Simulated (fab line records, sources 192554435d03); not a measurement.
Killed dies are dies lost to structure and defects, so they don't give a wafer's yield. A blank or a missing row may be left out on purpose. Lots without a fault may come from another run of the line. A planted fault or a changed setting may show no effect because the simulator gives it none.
Split-lot experiment | flow n5_finfet | 7 lots, 21 wafers read, on a route of 1938 steps

THE SPLIT
At N5_FIN_SAQP_ETCH_65 (etches SiO2 in CF4, target depth 4 nm, time 4.4 s), the setting time_s was moved away from the recipe's 4.4 s on 7 of the 21 wafers read, by -20.7% to -11.3%. The other wafers ran this setting at the recipe's value.

The reading is taken at the split's own step.

THE READING
etch.depth_nm (the simulator's own value, which no gauge read), in nm, at N5_FIN_SAQP_ETCH_65 (etches SiO2 in CF4, target depth 4 nm, time 4.4 s). The file gives no usual value for it. The 14 wafers here that ran the recipe average 4.055 nm, standard deviation 0.089 nm.

wafer  | tool, chamber at the split | time_s as run, s | against the recipe | etch.depth_nm, nm | against lot-mates on the recipe
L074.3 | rie_si-05, 0               | 3.488            | -20.7%             | 3.254             | no lot-mate on the recipe
L074.5 | rie_si-05, 0               | 3.488            | -20.7%             | 3.274             | no lot-mate on the recipe
L074.6 | rie_si-05, 1               | 3.488            | -20.7%             | 3.261             | no lot-mate on the recipe
L075.3 | rie_si-03, 1               | 4.4              | recipe             | 4.12              | -
L075.4 | rie_si-03, 0               | 4.4              | recipe             | 4.136             | -
L075.5 | rie_si-03, 1               | 4.4              | recipe             | 4.151             | -
L077.2 | rie_si-05, 1               | 4.4              | recipe             | 4.082             | -
L077.3 | rie_si-05, 2               | 4.4              | recipe             | 4.017             | -
L077.5 | rie_si-05, 0               | 4.4              | recipe             | 4.098             | -
L078.1 | rie_si-05, 2               | 4.4              | recipe             | 3.954             | -
L078.2 | rie_si-05, 0               | 4.4              | recipe             | 4.057             | -
L078.4 | rie_si-05, 1               | 3.7              | -15.9%             | 3.401             | -0.605
L088.1 | rie_si-02, 2               | 4.4              | recipe             | 4.082             | -
L088.2 | rie_si-02, 0               | 4.4              | recipe             | 3.968             | -
L088.3 | rie_si-02, 3               | 4.4              | recipe             | 3.826             | -
L090.2 | rie_si-05, 2               | 4.4              | recipe             | 4.004             | -
L090.3 | rie_si-05, 3               | 4.4              | recipe             | 4.128             | -
L090.4 | rie_si-05, 1               | 3.902            | -11.3%             | 3.554             | -0.512
L094.3 | rie_si-03, 3               | 3.548            | -19.4%             | 3.319             | -0.824
L094.5 | rie_si-03, 2               | 3.548            | -19.4%             | 3.376             | -0.767
L094.6 | rie_si-03, 1               | 4.4              | recipe             | 4.143             | -

THE FIT
A straight line over all 21 wafers: etch.depth_nm changes by +0.0382 nm for each +1% of time_s; r = +0.98; the points scatter about the line by 0.08 nm.
The same after taking each lot's own level away (the mean of its wafers on the recipe; 18 wafers): +0.0408 nm for each +1%; r = +0.98; scatter 0.059 nm.
On that fit, the largest move of time_s shifts the reading by 0.85 nm.
The lots' own levels span 3.9587 to 4.1430 nm, that is 2.1 times the standard deviation above.
So the lot-to-lot level changes the slope little: the two slopes agree.
Check: with one of the wafers moved furthest among these (-19.4%) left out of the fit, the line predicts -0.775 nm for it against its lot-mates. It came out at -0.824 nm against them.

OTHER SPLITS ON THESE WAFERS
These wafers also went through other splits before the reading. Each is held against what the fit with the lots' levels taken away leaves over:
other split on the same wafers | wafers away from the commonest value | r with etch.depth_nm (lot level and that fit taken away)
N5_ZERO_LAYER_PECVD_02 time_s  | 10                                   | +0.10

THE FILE'S OWN FIT
etch.depth_nm changes by +0.0407 nm for each +1% of time_s, r = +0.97.
